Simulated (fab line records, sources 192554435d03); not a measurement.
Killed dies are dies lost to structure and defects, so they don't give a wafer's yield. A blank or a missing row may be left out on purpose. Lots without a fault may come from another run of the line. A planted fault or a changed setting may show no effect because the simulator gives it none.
Chamber matching | flow n5_finfet | N5_MOL_CONTACT_COAG_ETCH_110 on rie_diel-01: 4 sister chambers
The step etches Si in CF4/O2, target depth 2.5 nm, time 8 s. 14 wafers are shown with their chamber, then 7 later ones without.

WAFERS WITH THEIR CHAMBER
wafer  | chamber | showerhead_plenum_p_Torr (Torr) | drypump_motor_current_A (A) | throttle_valve_pct (%)
L076.1 | 2       | 2.36                            | 5.2                         | 10.39
L076.3 | 1       | 2.13                            | 5.7                         | 10.87
L076.6 | 1       | 2.13                            | 5.7                         | 10.88
L082.1 | 1       | 2.13                            | 5.8                         | 10.92
L082.3 | 3       | 2.28                            | 6.5                         | 11.04
L082.5 | 2       | 2.36                            | 5.2                         | 10.42
L088.1 | 0       | 2.32                            | 6.3                         | 10.62
L088.4 | 0       | 2.32                            | 6.3                         | 10.61
L088.5 | 1       | 2.12                            | 5.8                         | 10.94
L093.1 | 0       | 2.31                            | 6.2                         | 10.65
L093.2 | 1       | 2.12                            | 5.8                         | 10.97
L093.3 | 2       | 2.35                            | 5.2                         | 10.51
L093.4 | 2       | 2.35                            | 5.2                         | 10.52
L093.5 | 1       | 2.12                            | 5.8                         | 10.97

SIGNATURES (means of the wafers above)
reading                  | chamber 0 | chamber 1 | chamber 2 | chamber 3 | scatter within a chamber
showerhead_plenum_p_Torr | 2.3167    | 2.1250    | 2.3550    | 2.2800    | 0.00563
drypump_motor_current_A  | 6.267     | 5.767     | 5.200     | 6.500     | 0.0447
throttle_valve_pct       | 10.6267   | 10.9250   | 10.4600   | 11.0400   | 0.0478
Rule: a wafer's distance from a chamber is the root of the sum, over the readings, of the square of ((its reading less the chamber's mean) divided by the reading's scatter). The wafer belongs to the nearest chamber; if the next one is less than 2 further off, it can't be placed. The scatter: the root of (the sum of the squares of (reading less its chamber's mean) over the shown wafers, divided by (wafers less chambers)).

WAFERS WITHOUT THEIR CHAMBER
wafer  | showerhead_plenum_p_Torr (Torr) | drypump_motor_current_A (A) | throttle_valve_pct (%)
L093.6 | 2.31                            | 6.4                         | 10.66
L095.2 | 2.31                            | 6.3                         | 10.68
L095.4 | 2.31                            | 6.3                         | 10.67
L095.6 | 2.27                            | 6.6                         | 10.33
L097.1 | 2.38                            | 5.8                         | 10.24
L097.2 | 2.34                            | 5.2                         | 10.53
L097.3 | 2.27                            | 6.5                         | 10.35

WHICH CHAMBER EACH WENT THROUGH
wafer  | from the rows above | in truth
L093.6 | 0                   | 0
L095.2 | 0                   | 0
L095.4 | 0                   | 0
L095.6 | 0                   | 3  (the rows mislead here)
L097.1 | 2                   | 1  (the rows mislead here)
L097.2 | 2                   | 2
L097.3 | 0                   | 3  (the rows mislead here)
Placed correctly: 4 of 7. Can't be placed from these rows: 0. Placed wrongly: 3.
